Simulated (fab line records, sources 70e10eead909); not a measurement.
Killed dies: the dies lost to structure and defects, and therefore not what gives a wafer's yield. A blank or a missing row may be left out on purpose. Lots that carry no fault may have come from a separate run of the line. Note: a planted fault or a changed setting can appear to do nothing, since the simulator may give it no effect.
fab line records + flow nand-harc
record:
- lots: 13
- wafers: 39
- last-day: 34
route steps=1302 shown A_CHANNEL_FILL_D1@509 A_DECK1_JOINT@542 A_ONON_D2@545
lots that met no fault: from a run of the same line without faults
start-h: hours from the record's opening day to when the first of the lot's shown wafers began + wait-h: hours from the lot's prior step to this one + " repeats the value in the row above + L1.1+2: a single row standing in for several wafers + - value missing, or start not given + * or withheld: withheld + < > ~ a bound
route shown NAME@n: a module of which the file shows steps, and the number in the route of the first + usual: mean and standard deviation over wafers with no fault + same: alike in all rows + chamber/n: place in a boat + sites: per-site readings + _std_site: standard deviation across them + _edge_site: the outer-site mean with the inner-site mean subtracted + radius-mm: for every site, how far away it sits from the centre of the wafer + mask NAME#n: copy n + behind: the last tool/chamber to shape the wafer + hold: why the lot was held/for how many hours/how that ended + device: transistor that didn't switch, given as n, p or np + end of line: the route-end tests of the same wafers + a step given without rows: its recipe and nothing more + killed: the dies lost at the first sort to structure and to defects; this is not the yield of the wafer + map: shows each die of a wafer: x if killed, . if not, _ if none is there
set.NAME: the run value of the setting; set.NAME@STEP: its run value at that earlier step + model.NAME: the simulator's own value behind a step, which no gauge read
the route's steps for a sample of lots (tables are steps, rows are wafers)
services: a tool's chamber out of use, with start hour (start-h, from the record's first day; less than 0 if before it), hours out, and reason
== steps ==
step: NHARC_A_CHANNEL_FILL_D1_STRIP_29
recipe:
- time-s: 20
- o2-flow-sccm: 500
- ar-flow-sccm: 0
- bias-w: 0
- chemistry: O2
usual:
- drypump-motor-current-A: 5.5/0.51
- oes-product-au: 0.994/0.014
- rf-vpp-V: 57.7/1
- showerhead-plenum-p-Torr: 3.50/0.16
- throttle-valve-pct: 17.038/0.0084
| lot.wafer | tool        | chamber | start-h | wait-h | drypump-motor-current-A | oes-product-au | rf-hours-counter-h | rf-vpp-V | showerhead-plenum-p-Torr | throttle-valve-pct |
|-----------|-------------|---------|---------|--------|-------------------------|----------------|--------------------|----------|--------------------------|--------------------|
| L519.1    | rie-diel-02 | 1       | -       | -      | 6.7                     | 1.009          | 0.2                | 58.0     | 3.30                     | 17.039             |
| L519.6    | "           | 1       | "       | "      | 6.7                     | 1.010          | -                  | 57.9     | 3.30                     | 17.023             |
| L519.5    | "           | 2       | "       | "      | 6.6                     | 0.979          | -                  | 57.5     | 3.50                     | 17.040             |
| L521.4    | rie-diel-10 | 3       | -       | -      | 5.2                     | 1.012          | 0.1                | 57.3     | 3.40                     | 17.027             |
| L521.2    | "           | 1       | "       | "      | 5.6                     | 0.985          | 0.1                | 57.2     | 3.31                     | 17.046             |
| L521.5    | "           | 3       | "       | "      | 5.2                     | 1.012          | -                  | 57.9     | 3.40                     | 17.042             |
| L522.3    | rie-diel-10 | 1       | -       | -      | 5.6                     | 0.990          | 0.8                | 56.7     | 3.31                     | 17.038             |
| L522.1    | "           | 3       | "       | "      | 5.2                     | 1.002          | 1.0                | 58.1     | 3.40                     | 17.053             |
| L522.6    | "           | 1       | "       | "      | 5.6                     | 0.992          | -                  | 57.0     | 3.31                     | 17.046             |
| L523.4    | rie-diel-02 | 3       | -       | -      | 6.0                     | 1.011          | 2.0                | 56.5     | 3.70                     | 17.044             |
| L523.3    | "           | 0       | "       | "      | 5.3                     | 1.004          | 2.4                | 58.7     | 3.69                     | 17.039             |
| L523.6    | "           | 3       | "       | "      | 6.0                     | 1.002          | -                  | 58.4     | 3.70                     | 17.035             |
| L525.4    | rie-diel-10 | 2       | -       | -      | 5.4                     | 0.991          | 1.6                | 58.0     | 3.48                     | 17.034             |
| L525.3    | "           | 1       | "       | "      | 5.6                     | 0.976          | 1.8                | 56.0     | 3.31                     | 17.044             |
| L525.5    | "           | 2       | "       | "      | 5.4                     | 1.001          | -                  | 58.6     | 3.49                     | 17.048             |
| L524.4    | rie-diel-13 | 2       | -       | -      | 5.1                     | 0.998          | 4.8                | 58.5     | 3.74                     | 17.050             |
| L524.2    | "           | 3       | "       | "      | 5.8                     | 0.997          | 4.9                | 57.5     | 3.58                     | 17.040             |
| L524.6    | "           | 1       | "       | "      | 4.9                     | 1.004          | -                  | 56.5     | 3.65                     | 17.034             |
| L526.2    | rie-diel-13 | 2       | -       | -      | 5.1                     | 0.995          | 5.7                | 57.0     | 3.74                     | 17.040             |
| L526.1    | "           | 3       | "       | "      | 5.8                     | 0.988          | 6.0                | 56.8     | 3.58                     | 17.038             |
| L526.6    | "           | 0       | "       | "      | 5.1                     | 0.993          | -                  | 57.0     | 3.31                     | 17.041             |
| L528.4    | rie-diel-02 | 1       | -       | -      | 6.7                     | 1.002          | 4.8                | 57.6     | 3.30                     | 17.034             |
| L528.3    | "           | 2       | "       | "      | 6.6                     | 0.979          | 4.2                | 57.2     | 3.50                     | 17.036             |
| L528.5    | "           | 1       | "       | "      | 6.7                     | 1.003          | -                  | 56.2     | 3.30                     | 17.040             |
| L530.2    | rie-diel-10 | 1       | 346.65  | 0.2    | 5.6                     | 0.996          | 6.4                | 58.4     | 3.30                     | 17.033             |
| L530.5    | "           | 3       | "       | "      | 5.3                     | 1.013          | -                  | 57.8     | 3.39                     | 17.037             |
| L530.6    | "           | 1       | "       | "      | 5.6                     | 0.982          | -                  | 57.8     | 3.30                     | 17.050             |
| L529.2    | rie-diel-10 | 1       | 346.94  | 0.2    | 5.6                     | 0.985          | 6.5                | 57.9     | 3.30                     | 17.046             |
| L529.3    | "           | 2       | "       | "      | 5.4                     | 1.011          | 6.2                | 57.7     | 3.48                     | 17.046             |
| L529.5    | "           | 1       | "       | "      | 5.6                     | 0.993          | -                  | 56.6     | 3.30                     | 17.042             |
| L536.2    | rie-diel-13 | 3       | 395.62  | 0.2    | 5.8                     | 0.991          | 2.8                | 57.4     | 3.58                     | 17.030             |
| L536.1    | "           | 0       | "       | "      | 5.1                     | 0.980          | 2.8                | 58.3     | 3.31                     | 17.032             |
| L536.5    | "           | 3       | "       | "      | 5.8                     | 0.973          | -                  | 56.0     | 3.58                     | 17.061             |
| L541.2    | rie-diel-13 | 3       | -       | -      | 5.8                     | 1.004          | 5.3                | 55.9     | 3.58                     | 17.044             |
| L541.4    | "           | 0       | "       | "      | 5.1                     | 0.992          | 5.1                | 57.2     | 3.31                     | 17.044             |
| L541.6    | "           | 3       | "       | "      | 5.8                     | 0.986          | -                  | 56.2     | 3.58                     | 17.046             |
| L542.1    | rie-diel-10 | 1       | 461.60  | 0.2    | 5.6                     | 1.007          | 2.3                | 58.5     | 3.30                     | 17.042             |
| L542.3    | "           | 0       | "       | "      | 5.9                     | 1.016          | 2.8                | 57.4     | 3.48                     | 17.033             |
| L542.5    | "           | 1       | "       | "      | 5.6                     | 0.998          | -                  | 56.3     | 3.30                     | 17.041             |
step: NHARC_A_DECK1_JOINT_DEP_16
recipe:
- target-thk-a: 450
- temp-c: 400
- pressure-torr: 6.5
- rf-w: 900
- teos-flow-sccm: 161.4
- flow-sccm: 2650
- target-thk-nm: 45
- gas: O2
- material: SiO2
usual:
- heater-power-w: 586/130
- throttle-valve-pct: 15.9/0.49
| lot.wafer | tool     | chamber | start-h | wait-h | heater-power-w | throttle-valve-pct |
|-----------|----------|---------|---------|--------|----------------|--------------------|
| L519.1    | pecvd-04 | 1       | 268.98  | 0.1    | 430            | 16.6               |
| L519.6    | "        | 1       | "       | "      | 431            | 16.4               |
| L519.5    | "        | 2       | "       | "      | 657            | 16.4               |
| L521.2    | pecvd-02 | 2       | 295.77  | 0.1    | 805            | 15.5               |
| L521.4    | "        | 1       | "       | "      | 639            | 15.9               |
| L521.5    | "        | 2       | "       | "      | 811            | 15.5               |
| L522.1    | pecvd-04 | 0       | 313.13  | 0.1    | 618            | 15.9               |
| L522.3    | "        | 2       | "       | "      | 506            | 16.2               |
| L522.6    | "        | 1       | "       | "      | 437            | 16.7               |
| L523.3    | pecvd-02 | 1       | 323.06  | 0.1    | 568            | 16.1               |
| L523.6    | "        | 1       | "       | "      | 580            | 16.0               |
| L523.4    | "        | 0       | "       | "      | 455            | 15.1               |
| L524.2    | pecvd-02 | 2       | 332.11  | 0.1    | 755            | 15.4               |
| L524.4    | "        | 1       | "       | "      | 616            | 15.8               |
| L524.6    | "        | 2       | "       | "      | 764            | 15.2               |
| L525.3    | pecvd-02 | 0       | 332.28  | 0.3    | 410            | 15.5               |
| L525.4    | "        | 2       | "       | "      | 757            | 15.2               |
| L525.5    | "        | 0       | "       | "      | 408            | 15.2               |
| L526.1    | pecvd-02 | 2       | 346.26  | 0.1    | 786            | 15.2               |
| L526.2    | "        | 0       | "       | "      | 397            | 15.3               |
| L526.6    | "        | 0       | "       | "      | 417            | 15.1               |
| L528.3    | pecvd-02 | 2       | 374.79  | 0.1    | 778            | 15.5               |
| L528.5    | "        | 2       | "       | "      | 765            | 15.6               |
| L528.4    | "        | 1       | "       | "      | 651            | 16.2               |
| L529.3    | pecvd-04 | 1       | 389.21  | 0.1    | 449            | 16.9               |
| L529.2    | "        | 2       | "       | "      | 579            | 16.3               |
| L529.5    | "        | 1       | "       | "      | 454            | 16.7               |
| L530.2    | pecvd-02 | 2       | 389.21  | 0.1    | 651            | 15.3               |
| L530.5    | "        | 2       | "       | "      | 667            | 15.6               |
| L530.6    | "        | 0       | "       | "      | 436            | 15.3               |
| L536.2    | pecvd-02 | 2       | 434.85  | 0.1    | 573            | 15.1               |
| L536.1    | "        | 0       | "       | "      | 444            | 15.9               |
| L536.5    | "        | 2       | "       | "      | 583            | 15.0               |
| L541.2    | pecvd-02 | 2       | 498.13  | 0.1    | 673            | 15.0               |
| L541.4    | "        | 1       | "       | "      | 506            | 15.9               |
| L541.6    | "        | 2       | "       | "      | 694            | 15.1               |
| L542.1    | pecvd-04 | 2       | 513.30  | 0.1    | 610            | 15.7               |
| L542.3    | "        | 1       | "       | "      | 353            | 16.1               |
| L542.5    | "        | 1       | "       | "      | 349            | 16.5               |
step: NHARC_A_ONON_D2_DEP_00
recipe:
- target-thk-a: 10000
- n2-flow-sccm: 2750
- n2o-flow-sccm: 2000
- nh3-flow-sccm: 500
- sih4-flow-sccm: 210
- temp-c: 400
usual:
- n2-flow-sccm: 2750/9.2
| lot.wafer | tool          | chamber | start-h | wait-h | n2-flow-sccm |
|-----------|---------------|---------|---------|--------|--------------|
| L519.1    | pecvd-onon-02 | 0       | 269.33  | 0.1    | 2747         |
| L519.5    | "             | 0       | "       | "      | 2746         |
| L519.6    | "             | 0       | "       | "      | 2733         |
| L521.2    | pecvd-onon-04 | 0       | 296.18  | 0.1    | 2761         |
| L521.4    | "             | 0       | "       | "      | 2742         |
| L521.5    | "             | 0       | "       | "      | 2747         |
| L522.1    | pecvd-onon-02 | 0       | 313.51  | 0.1    | 2758         |
| L522.3    | "             | 0       | "       | "      | 2759         |
| L522.6    | "             | 0       | "       | "      | 2748         |
| L523.3    | pecvd-onon-02 | 0       | 323.56  | 0.2    | 2737         |
| L523.4    | "             | 0       | "       | "      | 2744         |
| L523.6    | "             | 0       | "       | "      | 2749         |
| L524.2    | pecvd-onon-04 | 0       | 332.49  | 0.1    | 2760         |
| L524.4    | "             | 0       | "       | "      | 2765         |
| L524.6    | "             | 0       | "       | "      | 2755         |
| L525.3    | pecvd-onon-03 | 0       | 332.72  | 0.2    | 2734         |
| L525.4    | "             | 0       | "       | "      | 2740         |
| L525.5    | "             | 0       | "       | "      | 2741         |
| L526.1    | pecvd-onon-03 | 0       | 346.64  | 0.1    | 2750         |
| L526.2    | "             | 0       | "       | "      | 2747         |
| L526.6    | "             | 0       | "       | "      | 2750         |
| L528.3    | pecvd-onon-04 | 0       | 375.29  | 0.2    | 2758         |
| L528.4    | "             | 0       | "       | "      | 2751         |
| L528.5    | "             | 0       | "       | "      | 2759         |
| L529.2    | pecvd-onon-02 | 0       | 389.65  | 0.1    | 2741         |
| L529.3    | "             | 0       | "       | "      | 2755         |
| L529.5    | "             | 0       | "       | "      | 2749         |
| L530.2    | pecvd-onon-04 | 0       | 389.65  | 0.1    | 2753         |
| L530.5    | "             | 0       | "       | "      | 2765         |
| L530.6    | "             | 0       | "       | "      | 2751         |
| L536.1    | pecvd-onon-04 | 0       | 435.24  | 0.1    | 2741         |
| L536.2    | "             | 0       | "       | "      | 2738         |
| L536.5    | "             | 0       | "       | "      | 2740         |
| L541.2    | pecvd-onon-03 | 0       | 498.61  | 0.1    | 2741         |
| L541.4    | "             | 0       | "       | "      | 2744         |
| L541.6    | "             | 0       | "       | "      | 2727         |
| L542.1    | pecvd-onon-02 | 0       | 513.68  | 0.1    | 2739         |
| L542.3    | "             | 0       | "       | "      | 2755         |
| L542.5    | "             | 0       | "       | "      | 2745         |
step: NHARC_A_ONON_D2_THK_MEAS_02
recipe:
- thk-meas-gauge: ellipsometry
usual:
- thk-nm: 998/7.2
| lot.wafer | tool          | chamber | start-h | wait-h | thk-nm |
|-----------|---------------|---------|---------|--------|--------|
| L519.1    | film-metro-02 | -       | 269.84  | -      | 995    |
| L519.5    | "             | -       | "       | "      | 995    |
| L519.6    | "             | -       | "       | "      | 997    |
| L521.2    | film-metro-01 | -       | 296.63  | -      | 999    |
| L521.4    | "             | -       | "       | "      | 1000   |
| L521.5    | "             | -       | "       | "      | 998    |
| L522.1    | film-metro-01 | -       | 314.02  | -      | 992    |
| L522.3    | "             | -       | "       | "      | 993    |
| L522.6    | "             | -       | "       | "      | 992    |
| L523.3    | film-metro-02 | -       | 323.96  | -      | 1001   |
| L523.4    | "             | -       | "       | "      | 1001   |
| L523.6    | "             | -       | "       | "      | 1002   |
| L524.2    | film-metro-01 | -       | 332.94  | -      | 1000   |
| L524.4    | "             | -       | "       | "      | 1002   |
| L524.6    | "             | -       | "       | "      | 1001   |
| L525.3    | film-metro-02 | -       | 333.12  | -      | 998    |
| L525.4    | "             | -       | "       | "      | 995    |
| L525.5    | "             | -       | "       | "      | 998    |
| L526.1    | film-metro-01 | -       | 347.15  | -      | 1009   |
| L526.2    | "             | -       | "       | "      | 1009   |
| L526.6    | "             | -       | "       | "      | 1009   |
| L528.3    | film-metro-01 | -       | 375.69  | -      | 999    |
| L528.4    | "             | -       | "       | "      | 998    |
| L528.5    | "             | -       | "       | "      | 1000   |
| L529.2    | film-metro-02 | -       | 390.10  | -      | 998    |
| L529.3    | "             | -       | "       | "      | 997    |
| L529.5    | "             | -       | "       | "      | 997    |
| L530.2    | film-metro-01 | -       | 390.10  | -      | 998    |
| L530.5    | "             | -       | "       | "      | 998    |
| L530.6    | "             | -       | "       | "      | 997    |
| L536.1    | film-metro-02 | -       | 435.75  | -      | 993    |
| L536.2    | "             | -       | "       | "      | 994    |
| L536.5    | "             | -       | "       | "      | 1603   |
| L541.2    | film-metro-02 | -       | 499.06  | -      | 992    |
| L541.4    | "             | -       | "       | "      | 994    |
| L541.6    | "             | -       | "       | "      | 993    |
| L542.1    | film-metro-01 | -       | 514.18  | -      | 998    |
| L542.3    | "             | -       | "       | "      | 997    |
| L542.5    | "             | -       | "       | "      | 999    |
== services ==
| tool          | chamber | start-h | hours | kind   |
|---------------|---------|---------|-------|--------|
| rie-diel-10   | 0       | 214.78  | 1.8   | repair |
| rie-diel-13   | 0       | 218.81  | 4.9   | repair |
| rie-diel-13   | 2       | 225.51  | 2.4   | repair |
| pecvd-02      | -       | 227.00  | 13.0  | pm     |
| rie-diel-13   | 2       | 230.21  | 2.5   | repair |
| rie-diel-10   | -       | 242.50  | 9.0   | pm     |
| rie-diel-10   | 3       | 268.32  | 1.3   | repair |
| pecvd-04      | -       | 269.12  | 13.0  | pm     |
| rie-diel-10   | 3       | 295.04  | 7.8   | repair |
| rie-diel-13   | 2       | 297.28  | 2.0   | repair |
| pecvd-04      | -       | 297.92  | 3.2   | repair |
| pecvd-onon-04 | -       | 311.08  | 13.0  | pm     |
| rie-diel-10   | 0       | 334.83  | 22.6  | repair |
| pecvd-02      | 0       | 356.47  | 15.9  | repair |
| pecvd-onon-02 | -       | 366.57  | 13.0  | pm     |
| rie-diel-10   | 0       | 376.38  | 11.9  | repair |
| pecvd-02      | -       | 408.00  | 13.0  | pm     |
| rie-diel-10   | -       | 419.50  | 9.0   | pm     |
| rie-diel-10   | 2       | 433.13  | 7.3   | repair |
| rie-diel-10   | 2       | 455.14  | 9.8   | repair |
| rie-diel-10   | -       | 468.31  | 0.4   | repair |
| rie-diel-10   | 1       | 481.70  | 7.3   | repair |
| pecvd-onon-04 | -       | 492.08  | 13.0  | pm     |
| pecvd-02      | 0       | 497.06  | 12.6  | repair |
== key ==
first-sign:
- step: NHARC_A_ONON_D2_THK_MEAS_02
- reading: thk-nm
- direction: up
- sigmas: 84
- usual: 998
- struck: 1603
effect none on later readings
met-at NHARC_A_ONON_D2_DEP_00
struck-lots L536
struck-wafers L536.5
later-rows-left-out L536.5
sort-left-out L536.5
tester-left-out L536
not-acting-at NHARC_A_CHANNEL_FILL_D1_STRIP_29,NHARC_A_DECK1_JOINT_DEP_16
onset-between 389.65 435.24
fault:
- kind: process-parameter-drift
- tool: pecvd-onon-04
- chamber: -
- onset-h: 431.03
- steps: NHARC_A_ONON_D2_DEP_00
- channel: target-thk-a
- offset: *
- shape: step
- end-h: 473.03
- scope: struck-wafers-only
- acts-in: *
- stated: *
tester-left-out: of these lots the tester's yield and bins aren't shown, on N5 and GAA mostly nor the transistor test; their killed dies are dies lost to structure and defects alone, not to doping, threshold or leakage, so they don't give the yield
sort-left-out: the simulated sort isn't trusted on such a fault, so these wafers' sort isn't shown, and their yield isn't known
later-rows-left-out: the simulator's readings of these wafers behind a module that went badly wrong aren't trusted and aren't shown, but for the sort
